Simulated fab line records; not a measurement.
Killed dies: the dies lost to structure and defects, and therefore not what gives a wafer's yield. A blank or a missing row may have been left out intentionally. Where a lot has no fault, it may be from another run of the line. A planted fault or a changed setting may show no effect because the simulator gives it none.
Matching of chambers + flow nand_harc + 4 sister chambers for NHARC_A_STAIRCASE_CMP_450 on cmp-02
The step polishes SiO2, target thk 200 nm. 4 wafers are shown with their chamber, then 11 later ones without.

## WAFERS PAIRED WITH THEIR CHAMBERS
| wafer  | chamber | motor_current_A (A) |
|--------|---------|---------------------|
| L089.1 | 2       | 11.2                |
| L089.5 | 3       | 12.5                |
| L089.6 | 0       | 12.2                |
| L091.4 | 1       | 13.9                |

## WAFERS MISSING THEIR CHAMBER
| wafer  | motor_current_A (A) |
|--------|---------------------|
| L091.5 | 12.3                |
| L091.6 | 12.1                |
| L094.2 | 12.0                |
| L094.3 | 13.8                |
| L094.5 | 12.3                |
| L097.2 | 13.4                |
| L097.3 | 11.8                |
| L097.4 | 11.4                |
| L095.1 | 14.1                |
| L095.4 | 11.6                |
| L095.6 | 12.1                |

## EACH ONE'S CHAMBER
| wafer  | from the rows above          | in truth |
|--------|------------------------------|----------|
| L091.5 | can't be placed: 0 or 3      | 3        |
| L091.6 | can't be placed: 0 or 3      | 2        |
| L094.2 | can't be placed: 0 or 3      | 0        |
| L094.3 | 1                            | 1        |
| L094.5 | can't be placed: 0 or 3      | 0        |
| L097.2 | can't be placed: 1 or 3      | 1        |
| L097.3 | can't be placed: 0 or 2 or 3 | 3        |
| L097.4 | 2                            | 2        |
| L095.1 | 1                            | 1        |
| L095.4 | can't be placed: 2 or 0 or 3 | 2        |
| L095.6 | can't be placed: 0 or 3      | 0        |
Placed correctly: 3 of 11. Cannot be placed on the basis of these rows: 8; the candidates contain the true chamber in 7. Placed wrongly: 0.
How it was worked out, from the rows above alone: a wafer's distance from a chamber is the root of the sum, over the readings, of the square of ((its reading less the chamber's mean) divided by the reading's scatter). If the next closest chamber is less than 2 further off than the closest, the wafer can't be placed; otherwise it belongs to the closest. The mean given for a chamber averages the wafers shown for that chamber. The scatter: root of mean squared gap, hidden wafer to nearest shown wafer, with one shown wafer a chamber.
